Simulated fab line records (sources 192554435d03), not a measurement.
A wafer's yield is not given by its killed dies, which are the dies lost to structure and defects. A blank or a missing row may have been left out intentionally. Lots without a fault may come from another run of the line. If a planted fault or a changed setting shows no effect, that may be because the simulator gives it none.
One fault through the eyes of 3 desks | flow n5_finfet | each desk holds nothing but its own numbers, with what lay behind them at the end

FROM THE METROLOGY DESK
Lot by lot, what the gauges showed, no matter which tool ran the lot: averages of those sampled wafers that carry a number. A lot is out of limits, marked OUT, if its mean lies more than 4 standard deviations from the usual mean; the brackets give that distance.
Columns: A = cd_nm at N5_BEOL_M14_CD_MEAS_10, usual 251.0 nm; B = V13_OVL at N5_BEOL_M14_OVL_MEAS_11, usual 1 nm; C = cd_nm at N5_BEOL_M14_CD_MEAS_17, usual 252.0 nm
lot  | first seen here | A     | B  | C
L893 | day 13 18:59    | 250.2 | 3  | 251.9
L895 | day 14 06:38    | 252.0 | -2 | 253.5
L898 | day 15 02:19    | 251.0 | 4  | 250.8
L901 | day 16 01:56    | 249.8 | -2 | 251.2
L911 | day 18 00:42    | 251.5 | -4 | 251.7
L912 | day 18 13:36    | 250.1 | 3  | 250.9
Finding of this desk: none of the 6 lots has anything out of limits.

THE DEFECT DESK
Per lot, the means of the sampled wafers with a number show what the inspections along the route counted. A lot is out of limits, marked OUT, if its mean lies more than 4 standard deviations from the usual mean; the brackets give that distance.
Columns: A = raw_defect_count at N5_BEOL_M14_INSPECT_12, usual 2.1
lot  | first seen here | A
L893 | day 13 19:02    | 2.0
L895 | day 14 06:41    | 1.3
L898 | day 15 02:23    | 3.0
L901 | day 16 01:59    | 0.3
L911 | day 18 00:45    | 2.0
L912 | day 18 13:39    | 2.3
Finding of this desk: none of the 6 lots has anything out of limits.

DESK OF THE TOOL OWNER: litho_track-04
The tool's own readings at N5_BEOL_M14_COAT_65 (time 60 s, resist thk 450 nm): means of the sampled wafers that have a number, for each lot that ran on this tool. A lot is out of limits, marked OUT, if its mean lies more than 4 standard deviations from the usual mean; the brackets give that distance.
Columns: A = spin_speed_rpm at N5_BEOL_M14_COAT_65, usual 1499.9 rpm
lot  | first seen here | A
L895 | day 14 07:11    | 1499.8
L898 | day 15 02:53    | 1548.1 (+49) OUT
L901 | day 16 02:40    | 1546.5 (+47) OUT
This desk's finding: out of limits on L898, L901; first on L898, day 15 02:53 (spin_speed_rpm at N5_BEOL_M14_COAT_65). L895: within limits.

ALL TOGETHER
An alarm could have come from the tool owner's desk at day 15 02:53, on L898, L901.
From the metrology desk's view, nothing was out of limits.
The defect desk saw nothing out of limits.
The metrology desk has L898, L901 on record, within its limits.
The defect desk has L898, L901 on record, within its limits.
On litho_track-04, each named lot ran N5_BEOL_M14_COAT_65.

WHAT THE SIMULATOR HAD PUT IN
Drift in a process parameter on litho_track-04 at N5_BEOL_M14_COAT_65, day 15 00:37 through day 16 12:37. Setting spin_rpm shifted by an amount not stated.
Struck lots among those shown: L898, L901.
Each desk's first reading out of limits, in hours after the fault started: the tool owner's desk, 2.
